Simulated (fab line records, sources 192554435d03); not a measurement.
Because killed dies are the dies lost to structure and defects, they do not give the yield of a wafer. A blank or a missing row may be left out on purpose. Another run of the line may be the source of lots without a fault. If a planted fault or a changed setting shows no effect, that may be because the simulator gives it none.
8D (eight disciplines) problem report, filled in by code    flow n5Finfet    the parts of the form that need people (team, actions taken, sign-off) are left out

== 1. WHAT IS WRONG ==
A mean of 15.28 nm is read at N5_DUMMY_GATE_CD_MEAS_50 for cdNm, taken on 1 wafer of 1 lot, against 14.06 nm (standard deviation 0.27) on wafers free of any fault. Relative to the usual mean, that is a shift of +4.5 standard deviations.
The step: target cd 14 nm.
First observed at day 6 22:42: wafer L359.2, on cdSem-03. Wafers with a number at this step in the record: 21, from 7 lots. By rule, "out" or "out of limits" means more than 4 standard deviations away from the usual mean. The rest of the wafers with a number are treated as sound.

== 2. WHAT IT IS; WHAT IT IS NOT ==
question                     is                is not
which readings at this step  cdNm              -
which lots                   L359              L344, L345, L349, L352, L355, L366
which wafers of those lots   L359.2            L359.4, L359.6
read on which gauges         cdSem-03          cdSem-01, cdSem-02
when                         from day 6 22:42  up to then (17 sound wafers); but 3 sound wafers of L366 came after

== 3. WHAT RULES OUT EACH SUSPECT ==
Counting: any tool at a process step up to the reading remains a suspect provided it ran every lot that is out. Sound lots after the first of them don't rule it out here, since some wafers of a struck lot are sound.
- the gauge at N5_DUMMY_GATE_CD_MEAS_50: ruled out. All the wafers that are out were read on cdSem-03, but those of them that N5_PASSIVATION_PROBE_49 has rows for are out there too, on other tools.
- rieDiel-01 at N5_DUMMY_GATE_ETCH_37 (etches SOC in N2/H2, target depth 60 nm, overetch 30 nm): kept. It processed L359, the lot that is out, at day 6 22:15, and its most recent sound lot before then was L355 at day 6 00:27.
- Within rieDiel-01 at N5_DUMMY_GATE_ETCH_37: the wafers that are out ran in chamber 2; their sound lot-mates ran in chambers 0, 1.
Left after counting: rieDiel-01 at N5_DUMMY_GATE_ETCH_37.

== 4. THE CAUSE (what the simulator had put in) ==
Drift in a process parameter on rieDiel-01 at N5_DUMMY_GATE_ETCH_37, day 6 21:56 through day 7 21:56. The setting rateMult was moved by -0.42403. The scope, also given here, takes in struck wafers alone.
After counting, this tool was the only one left.

== 5. SEQUENCE OF EFFECTS, ordered by route ==
Each row: a reading whose mean over the struck wafers that have a number lies more than 3 standard deviations from the usual. Only readings whose record carries a usual standard deviation are examined. hours: median over the lots of the time between each lot's start at the first step of this table that gives one and its start at this step. sigmas: the change, counted in usual standard deviations.
hours  step                      reading              usual      on struck wafers  change  sigmas
0      N5_DUMMY_GATE_CD_MEAS_50  cdNm                 14.06 nm   15.28             +1.22   +4.5
0      N5_DUMMY_GATE_ETCH_31     oesProductAu         0.78 a.u.  0.44              -0.34   -3.9
0      N5_DUMMY_GATE_ETCH_31     throttleValvePct     21.15 %    20.41             -0.74   -3.7
309    N5_PASSIVATION_PROBE_49   defectLimitedYield   91.1 %     0.0               -91.1   -65
309    N5_PASSIVATION_PROBE_49   killedAtFrontEnd     41         1115              +1074   +90
309    N5_PASSIVATION_PROBE_49   killedDies           105        1180              +1075   +63
309    N5_PASSIVATION_PROBE_49   killedOnRim          13         152               +139    +38
309    N5_PASSIVATION_PROBE_49   sort_bin_5_function  5.3 %      96.9              +91.6   +93
309    N5_PASSIVATION_PROBE_49   sortNPass            1075       0                 -1075   -63
309    N5_PASSIVATION_PROBE_49   sortYieldPct         91.1 %     0.0               -91.1   -65
The process steps in it:
- N5_DUMMY_GATE_ETCH_31: etches SiO2 in C4F6/O2, target depth 82.5 nm, time 27.5 s.
- N5_PASSIVATION_PROBE_49
Readings that are blank on the struck wafers while sound wafers have them: cdNm at N5_DUMMY_GATE_CD_MEAS_24.

== 6. WHAT WOULD HAVE CAUGHT IT SOONER ==
In this record the first reading out of limits at a measuring or inspecting step was taken at day 6 22:42, 1 hour after the fault began at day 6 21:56.
Tool readings at N5_DUMMY_GATE_ETCH_37 with a usual standard deviation given in the record: none out on any struck wafer, hence no alarm at a limit of 4 standard deviations on them.
Each of the lots that are out, 1 in all, had begun N5_DUMMY_GATE_ETCH_37 on rieDiel-01 no later than day 6 22:42. A hold on the tool at that time would have spared none of them.
